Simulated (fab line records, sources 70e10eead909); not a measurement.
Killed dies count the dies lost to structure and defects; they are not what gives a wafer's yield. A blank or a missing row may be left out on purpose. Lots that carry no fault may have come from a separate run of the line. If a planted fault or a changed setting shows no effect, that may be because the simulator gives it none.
A struck lot beside a sound one / flow nand_harc / 14 steps out of a route of 1159
Sound: the wafers L603.2, L603.3, L603.6. Wafers L617.1, L617.3, L617.4 were the ones struck. The cause comes at the end.
At each step with rows: each side's tool, then ch and its chambers, then its first start. Under that, the readings that differ: sound wafers / struck wafers / difference of the means / sigmas: that difference in standard deviations of wafers without a fault.
alike: same words and numbers on both sides, and readings whose means sit less than 2 such deviations apart. not compared: any withheld reading, any reading some wafer has no value for, any bound like >300 that may hide the same value, and any number with overlapping values for which the record gives no deviation.
A row with sigmas, a row that says differs or no value, or rows on one side alone: a step with any of these is where the two part. When numbers do not overlap yet have no deviation, they are printed without sigmas and do not part them. A reading that every wafer of one side lacks parts them only if that side has two wafers or more.

NHARC_A_CHANNEL_FILL_D1_ALD_15: deposits SiNx, target thk 2 nm, pulse time 60 s, ald cycles 19.
  sound: ald_sin_batch-02 ch 0; struck: ald_sin_batch-02 ch 0
  alike: ald_cycles, precursor_pulse_height_rel
NHARC_A_CHANNEL_FILL_D1_ALD_16: deposits SiO2, target thk 1.5 nm, pulse time 10 s, ald cycles 15.
  sound on ald_hk-04 ch 1,3, day 10 03:01; struck on ald_hk-01 ch 0,1,3, day 13 19:31
  alike: ald_cycles, heater_power_w, precursor_pulse_height_rel
then, 2 steps without rows for these wafers: NHARC_A_CHANNEL_FILL_D1_ANNEAL_17 (time 1800 s); NHARC_A_CHANNEL_FILL_D1_CVD_18 (deposits poly-Si, target thk 3 nm).
NHARC_A_CHANNEL_FILL_D1_ETCHBACK_19: etches the open film in HBr/Cl2, target depth 5 nm, time 1.7 s.
  sound on rie_si-05 ch 0,3, day 10 12:01; struck on rie_si-06 ch 0,2,3, day 14 07:04
  alike: chamber_pressure_mTorr, drypump_motor_current_A, he_backside_leak_sccm, oes_product_au, throttle_valve_pct
  not compared: rf_hours_counter_h
then, 1 step without rows for these wafers: NHARC_A_CHANNEL_FILL_D1_ETCHBACK_20 (etches the open film in C4F8/O2/Ar, target depth 27 nm, time 13.5 s).
NHARC_A_CHANNEL_FILL_D1_STRIP_28: strips in O2, time 20 s.
  sound on rie_diel-04 ch 1,2,3, day 10 12:18; struck on rie_diel-04 ch 0,1, day 14 07:21
  alike: chamber_pressure_mTorr, drypump_motor_current_A, oes_product_au, rf_vpp_V, showerhead_plenum_p_Torr, throttle_valve_pct
  not compared: rf_hours_counter_h
then, 4 steps without rows for these wafers: NHARC_A_CHANNEL_FILL_D1_PRECLEAN_21 (cleans in dHF, time 30 s); NHARC_A_CHANNEL_FILL_D1_SRD_23; NHARC_A_CHANNEL_FILL_D1_CVD_05 (deposits poly-Si, target thk 5 nm); NHARC_A_CHANNEL_FILL_D1_ANNEAL_22 (time 7200 s).
NHARC_A_CHANNEL_FILL_D1_ALD_25: deposits SiOx, target thk 60 nm, pulse time 10 s, ald cycles 600.
  sound on ald_hk-02 ch 0,2,3, day 11 01:08; struck on ald_hk-02 ch 0,1,2, day 14 19:34
reading=ald_cycles; sound=600 600 600; struck=478 478 478; difference=-122; sigmas=
  alike: heater_power_w, precursor_pulse_height_rel
NHARC_A_CHANNEL_FILL_D1_ETCHBACK_08: etches the open film in C4F8, target depth 220 nm, time 110 s.
  sound: rie_diel-04 ch 0,1,2; struck: rie_diel-09 ch 0,1,3
  alike: chamber_pressure_mTorr, oes_product_au, rf_vpp_V
  not compared: rf_hours_counter_h
-- the record jumps here: 9 days lie between the struck wafers' starts before and after (it left off in module A_CHANNEL_FILL_D1 and takes up again in module END, whose first step shown is number 1159 of the route) --
NHARC_END_SORT_01:
  sound on prober-02 ch 0, day 20 21:25; struck on prober-01 ch 0, day 23 14:40
  alike: killed_at_array, killed_at_other, killed_at_periphery, killed_dies, killed_open, killed_short

== WHERE THEY PART ==
Nowhere in this record.

WHY: the cause the simulator had injected
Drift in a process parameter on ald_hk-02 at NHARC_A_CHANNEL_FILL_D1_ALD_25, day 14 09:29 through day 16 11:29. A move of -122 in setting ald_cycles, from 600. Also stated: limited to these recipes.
